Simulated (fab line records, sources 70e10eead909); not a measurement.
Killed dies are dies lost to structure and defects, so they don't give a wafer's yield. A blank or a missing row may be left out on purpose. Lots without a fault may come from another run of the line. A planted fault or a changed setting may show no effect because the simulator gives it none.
Tool commonality check | flow nand_harc | 14 lots, 48 wafers sampled

WHY IT WAS OPENED
At NHARC_A_ONON_D2_THK_MEAS_18 the reading thk_nm is flagged on 2 of 14 lots. Wafers without a fault read 997 nm, standard deviation 11.
Rule: a lot is flagged when every wafer of it that has a number lies more than 4 standard deviations from that mean, or none has a number. The other lots count as sound.

lot  | measured     | on            | thk_nm (nm), wafer by wafer | flag
L667 | day 13 14:16 | film_metro-02 | 986 988 985                 |
L665 | day 13 14:16 | film_metro-01 | 1001 1004 1002              |
L668 | day 14 09:40 | film_metro-02 | 1010 1012 1011              |
L670 | day 15 04:46 | film_metro-01 | 1006 1007 1006              |
L671 | day 16 01:53 | film_metro-02 | 512 512 512 510 513 511     | FLAGGED
L673 | day 16 15:45 | film_metro-01 | 523 523 522 523 523 522     | FLAGGED
L676 | day 18 06:48 | film_metro-01 | 1014 1015 1017              |
L680 | day 19 13:31 | film_metro-02 | 994 996 997                 |
L682 | day 20 03:26 | film_metro-01 | 999 1000 1000               |
L683 | day 20 11:45 | film_metro-02 | 1003 1007 1004              |
L684 | day 20 21:07 | film_metro-01 | 992 991 991                 |
L685 | day 21 14:49 | film_metro-01 | 989 988 988                 |
L686 | day 21 14:49 | film_metro-02 | 974 973 973                 |
L687 | day 22 14:46 | film_metro-01 | 990 990 989                 |
The numbers of the flagged lots are 517 nm on average: -480 nm against the usual, or -44 standard deviations.

WHICH TOOL RAN EACH LOT
The record holds 4 process steps before the reading, out of a route of 1302 steps. In each cell: the tool, then ch and the chambers that the sampled wafers went through, then the start.
lot  | flag    | NHARC_A_CHANNEL_FILL_D1_STRIP_29              | NHARC_A_CHANNEL_FILL_D1_CMP_10 | NHARC_A_DECK1_JOINT_ETCHBACK_00  | NHARC_A_ONON_D2_DEP_16
L667 |         | rie_diel-07 ch 0,3, day 11 15:57 or earlier   | cmp-01 ch 0,2, day 11 15:57    | rie_si-02 ch 1,2, day 12 02:55   | pecvd_onon-01 ch 0, day 13 13:52
L665 |         | rie_diel-07 ch 0,1, day 11 15:57 or earlier   | cmp-04 ch 1,2, day 11 15:57    | rie_si-06 ch 0,1,2, day 12 02:54 | pecvd_onon-04 ch 0, day 13 13:49
L668 |         | rie_diel-10 ch 0,1, day 12 12:14 or earlier   | cmp-03 ch 0,1,3, day 12 12:14  | rie_si-04 ch 0,2,3, day 12 23:19 | pecvd_onon-01 ch 0, day 14 09:10
L670 |         | rie_diel-07 ch 1,2, day 13 08:10 or earlier   | cmp-01 ch 0,3, day 13 08:10    | rie_si-02 ch 2,3, day 13 19:14   | pecvd_onon-01 ch 0, day 15 04:16
L671 | FLAGGED | rie_diel-10 ch 0,2,3, day 14 05:17 or earlier | cmp-04 ch 0,3, day 14 05:17    | rie_si-04 ch 1,2, day 14 16:16   | pecvd_onon-01 ch 0, day 16 01:26
L673 | FLAGGED | rie_diel-07 ch 1,2,3, day 14 18:46 or earlier | cmp-01 ch 0,2,3, day 14 18:46  | rie_si-06 ch 0,1,2, day 15 06:20 | pecvd_onon-01 ch 0, day 16 15:14
L676 |         | rie_diel-10 ch 0,1,3, day 16 09:01 or earlier | cmp-04 ch 1,2, day 16 09:01    | rie_si-04 ch 1,2, day 16 20:09   | pecvd_onon-04 ch 0, day 18 06:24
L680 |         | rie_diel-03 ch 0,1,2, day 17 10:45 or earlier | cmp-04 ch 0,2,3, day 17 10:45  | rie_si-04 ch 1,2,3, day 17 21:52 | pecvd_onon-01 ch 0, day 19 13:00
L682 |         | rie_diel-07 ch 1,2,3, day 18 04:48 or earlier | cmp-03 ch 2,3, day 18 04:48    | rie_si-06 ch 1,3, day 18 15:48   | pecvd_onon-04 ch 0, day 20 02:55
L683 |         | rie_diel-03 ch 0,2,3, day 18 13:25 or earlier | cmp-03 ch 0,2,3, day 18 13:25  | rie_si-02 ch 0,2,3, day 19 00:37 | pecvd_onon-01 ch 0, day 20 11:14
L684 |         | rie_diel-07 ch 1,2,3, day 19 02:58 or earlier | cmp-01 ch 0,1,2, day 19 02:58  | rie_si-02 ch 1,2,3, day 19 14:11 | pecvd_onon-01 ch 0, day 20 20:37
L685 |         | rie_diel-10 ch 0,1,2, day 19 16:40 or earlier | cmp-04 ch 0,1, day 19 16:40    | rie_si-04 ch 1,2, day 20 04:31   | pecvd_onon-01 ch 0, day 21 14:25
L686 |         | rie_diel-10 ch 0,2, day 19 20:30 or earlier   | cmp-04 ch 0,1,3, day 19 20:30  | rie_si-04 ch 0,1,3, day 20 07:38 | pecvd_onon-03 ch 0, day 21 14:22
L687 |         | rie_diel-03 ch 0,3, day 20 03:48 or earlier   | cmp-01 ch 0,1,2, day 20 03:48  | rie_si-04 ch 0,1,3, day 20 14:56 | pecvd_onon-01 ch 0, day 22 14:22
What these steps do:
- NHARC_A_CHANNEL_FILL_D1_STRIP_29: strips in O2, time 20 s.
- NHARC_A_CHANNEL_FILL_D1_CMP_10: polishes, target thk 150 nm.
- NHARC_A_DECK1_JOINT_ETCHBACK_00: etches the open film in HBr, target depth 30 nm, time 17.4 s.
- NHARC_A_ONON_D2_DEP_16: target thk 1000 nm.
- NHARC_A_ONON_D2_THK_MEAS_18: measures by ellipsometry.

FLAGGED OVER TOTAL, TOOL BY TOOL (the gauges that took the reading come last)
step                             | tool          | lots run | flagged | share of the flagged lots | sound lots run after its first flagged lot
NHARC_A_CHANNEL_FILL_D1_STRIP_29 | rie_diel-03   | 3        | 0       | none                      | -
NHARC_A_CHANNEL_FILL_D1_STRIP_29 | rie_diel-07   | 6        | 1       | some                      | 2 (L682,L684)
NHARC_A_CHANNEL_FILL_D1_STRIP_29 | rie_diel-10   | 5        | 1       | some                      | 3 (L676,L685,L686)
NHARC_A_CHANNEL_FILL_D1_CMP_10   | cmp-01        | 5        | 1       | some                      | 2 (L684,L687)
NHARC_A_CHANNEL_FILL_D1_CMP_10   | cmp-03        | 3        | 0       | none                      | -
NHARC_A_CHANNEL_FILL_D1_CMP_10   | cmp-04        | 6        | 1       | some                      | 4 (L676,L680,L685,L686)
NHARC_A_DECK1_JOINT_ETCHBACK_00  | rie_si-02     | 4        | 0       | none                      | -
NHARC_A_DECK1_JOINT_ETCHBACK_00  | rie_si-04     | 7        | 1       | some                      | 5 (L676,L680,L685,L686,L687)
NHARC_A_DECK1_JOINT_ETCHBACK_00  | rie_si-06     | 3        | 1       | some                      | 1 (L682)
NHARC_A_ONON_D2_DEP_16           | pecvd_onon-01 | 10       | 2       | all                       | 5 (L680,L683,L684,L685,L687)
NHARC_A_ONON_D2_DEP_16           | pecvd_onon-03 | 1        | 0       | none                      | -
NHARC_A_ONON_D2_DEP_16           | pecvd_onon-04 | 3        | 0       | none                      | -
NHARC_A_ONON_D2_THK_MEAS_18      | film_metro-01 | 8        | 1       | some                      | 5 (L676,L682,L684,L685,L687)
NHARC_A_ONON_D2_THK_MEAS_18      | film_metro-02 | 6        | 1       | some                      | 3 (L680,L683,L686)
NHARC_A_CHANNEL_FILL_D1_STRIP_29 gives no start for some lots, so the hours and the order of its lots are those of NHARC_A_CHANNEL_FILL_D1_CMP_10.

WHAT THE TABLE ALLOWS
1 row of the table ran every flagged lot: pecvd_onon-01 at NHARC_A_ONON_D2_DEP_16.
- pecvd_onon-01 at NHARC_A_ONON_D2_DEP_16: 2 of its 10 lots flagged. Sound lots ran on it after the first flagged one (L680, L683, L684, L685, L687), which a lasting fault on the whole tool wouldn't allow.
No row of the table ran every flagged lot and no sound lot after the first.

WHAT THE SIMULATOR HAD PUT IN
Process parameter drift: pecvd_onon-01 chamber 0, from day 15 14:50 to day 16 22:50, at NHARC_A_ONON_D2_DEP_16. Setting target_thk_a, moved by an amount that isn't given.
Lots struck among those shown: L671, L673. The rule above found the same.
